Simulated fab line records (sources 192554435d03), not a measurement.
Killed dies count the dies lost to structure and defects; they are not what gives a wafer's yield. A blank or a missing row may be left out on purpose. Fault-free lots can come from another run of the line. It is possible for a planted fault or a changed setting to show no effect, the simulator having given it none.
Struck lot and sound lot, side by side :: flow n5_finfet :: 44 out of 1938 route steps
Sound: these wafers, L208.2, L208.3, L208.4. Struck: wafer L218.1 (left out: L218.2, L218.5 of the same lot, which were not struck); the cause appears at the end.
At each step with rows: each side's tool, then ch and its chambers, then its first start. Under that, the readings that differ: sound wafers :: struck wafers :: difference of the means :: sigmas: that difference in standard deviations of wafers without a fault.
alike: readings whose means differ by less than 2 such deviations, and words and numbers that are the same on both sides. not compared: withheld readings, readings that some wafer has no value for, bounds like >300 that may hide the same value, and numbers for which the record gives no deviation and whose values overlap.
A row with sigmas, a row that says differs or no value, or rows on one side alone: a step with any of these is where the two part. When numbers do not overlap yet have no deviation, they are printed without sigmas and do not part them. Lack of a reading on every wafer of one side parts them only where that side has two or more wafers.

first, 11 steps without rows for these wafers: N5_BEOL_M2_DESCUM_33 (chemistry O2, time 7 s); N5_BEOL_M2_ETCH_77 (etches underlayer in N2/H2, target depth 6.5 nm, time 5.2 s); N5_BEOL_M2_ETCH_69 (etches SiARC in CF4, target depth 15.6 nm, time 26 s); N5_BEOL_M2_ALD_98 (deposits SiO2, target thk 2.5 nm, pulse time 1 s, co reactant pulse time 1 s); N5_BEOL_M2_ETCHBACK_99 (etches SiO2 in CHF3, target depth 5 nm, time 10.4 s); N5_BEOL_M2_ETCH_70 (etches SOC in N2/H2, target depth 80 nm, overetch 24 nm, time 130 s); N5_BEOL_M2_STRIP_71 (strips in N2/H2); N5_BEOL_M2_STRIP_78 (strips in N2/H2); N5_BEOL_M2_VIA_ETCH_34 (etches the open film in C4F6/O2, target depth 69.4 nm, time 65.9 s); N5_BEOL_M2_STRIP_83 (strips in C4F6/O2); N5_BEOL_M2_STRIP_36 (strips in N2/H2).
N5_BEOL_M2_TRENCH_ETCH_37: etches SiOC in C4F6/O2, target depth 55.555 nm, time 29.2 s.
  sound on rie_diel-03 ch 0,2,3, day 7 16:11; struck on rie_diel-03 ch 3, day 10 14:53
reading: O2_flow_sccm (sccm)
sound: 9.998 10.016 9.957
struck: 10.074
difference: +0.084
sigmas: +3

reading: rf_fwd_power_W (W)
sound: 351.9 346.8 348.1
struck: 285.0
difference: -63.9
sigmas: -36

reading: rf_vpp_V (V)
sound: 667 675 656
struck: 726
difference: +60
sigmas: +9

reading: model.BEOL_M2.feature_depth_nm (nm)
sound: 55.4 54.8 55.6
struck: 50.4
difference: -4.9
sigmas: 

reading: model.etch.depth_nm (nm)
sound: 55.46 54.85 55.52
struck: 50.47
difference: -4.81
sigmas: 
  alike: drypump_motor_current_A, oes_product_au, showerhead_plenum_p_Torr, throttle_valve_pct
  not compared: rf_hours_counter_h
then, 2 steps without rows for these wafers: N5_BEOL_M2_ETCH_41 (etches SiCN in CH3F/O2, target depth 29.9 nm, time 52.5 s); N5_BEOL_M2_STRIP_97 (strips in N2/H2, time 10 s).
N5_BEOL_M2_OCD_MEAS_38:
  sound on ocd-02 at day 7 16:21; struck on ocd-02 at day 10 15:02
reading: trench_depth_nm (nm)
sound: 55.8 54.8 55.2
struck: 50.1
difference: -5.2
sigmas: -6
then, 25 steps without rows for these wafers: N5_BEOL_M2_HM_STRIP_39 (strips TiN in peroxide tin strip, target depth 25 nm, time 158 s); N5_BEOL_M2_SRD_40 (time 30 s); N5_BEOL_M2_PRECLEAN_42 (cleans in residue remover, time 60 s); N5_BEOL_M2_SRD_43 (time 30 s); N5_BEOL_M2_DEGAS_44 (time 60 s); N5_BEOL_M2_PRE_CLEAN_45 (time 30 s); N5_BEOL_M2_ALD_84 (deposits TaN, pulse time 2 s, purge time 3 s, co reactant purge time 2 s); N5_BEOL_M2_SURFACE_TREAT_85; N5_BEOL_M2_CVD_47 (deposits Co from CCTBA/H2, target thk 3 nm, time 223.8 s); N5_BEOL_M2_SPUTTER_48 (material Cu, target thk 4.5 nm, time 8.29 s); N5_BEOL_M2_ANNEAL_49 (time 240 s); N5_BEOL_M2_SPUTTER_79 (material Cu, target thk 4.5 nm, time 8.29 s); N5_BEOL_M2_ANNEAL_80 (time 240 s); N5_BEOL_M2_SPUTTER_81 (material Cu, target thk 4.5 nm, time 8.29 s); N5_BEOL_M2_ANNEAL_82 (time 240 s); N5_BEOL_M2_SPUTTER_86 (material Cu, target thk 4.5 nm, time 8.29 s); N5_BEOL_M2_ANNEAL_87 (time 240 s); N5_BEOL_M2_SPUTTER_88 (material Cu, target thk 4.5 nm, time 8.29 s); N5_BEOL_M2_ANNEAL_89 (time 240 s); N5_BEOL_M2_SPUTTER_90 (material Cu, target thk 4.5 nm, time 8.29 s); N5_BEOL_M2_ANNEAL_91 (time 240 s); N5_BEOL_M2_SPUTTER_92 (material Cu, target thk 4.5 nm, time 8.29 s); N5_BEOL_M2_ANNEAL_93 (time 240 s); N5_BEOL_M2_SPUTTER_94 (material Cu, target thk 4.5 nm, time 8.29 s); N5_BEOL_M2_ANNEAL_95 (time 240 s).
N5_BEOL_M2_CMP_52: polishes, stops on SiOC, t overpolish 6.8 s, target thk 40 nm.
  sound on cmp-04 ch 1,2,3, day 7 21:39; struck on cmp-01 ch 3, day 10 19:55
reading: model.Cu_of_BEOL_M2_ECD_50.thk_nm (nm)
sound: 38.4 38.8 39
struck: 35.4
difference: -3.3
sigmas: 
  alike: barrier_field_endpoint_s, edge_zone_pressure_frac, head_pressure_psi, motor_current_A, overpolish_run_s, pad_life_wafers, time_to_endpoint_s
N5_BEOL_M2_RS_MEAS_58: the measuring method here is four-point-probe.
  sound on film_metro-02 at day 7 22:27; struck on film_metro-02 at day 10 20:28
reading: M2_RS (ohm/sq)
sound: 0.70 0.70 0.69
struck: 0.78
difference: +0.08
sigmas: +3
N5_BEOL_M4_RC_MEAS_101:
  sound on prober-01 ch 0, day 9 08:19; struck on prober-02 ch 0, day 11 22:21
  alike: DIBL_N, DIBL_P, IOFF_N, IOFF_P, ION_N, ION_P, SS_N, SS_P, VT_N, VT_P
N5_PASSIVATION_PROBE_49:
  the record has rows for the sound wafers here (prober-02, day 13 12:06) and none for the struck ones

== WHERE THEY PART ==
At N5_BEOL_M2_TRENCH_ETCH_37 first; at N5_PASSIVATION_PROBE_49 last (within this record only).

WHY: what the simulator had put in
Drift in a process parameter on rie_diel-03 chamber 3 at N5_BEOL_M2_TRENCH_ETCH_37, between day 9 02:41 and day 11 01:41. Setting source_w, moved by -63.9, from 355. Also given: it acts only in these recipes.
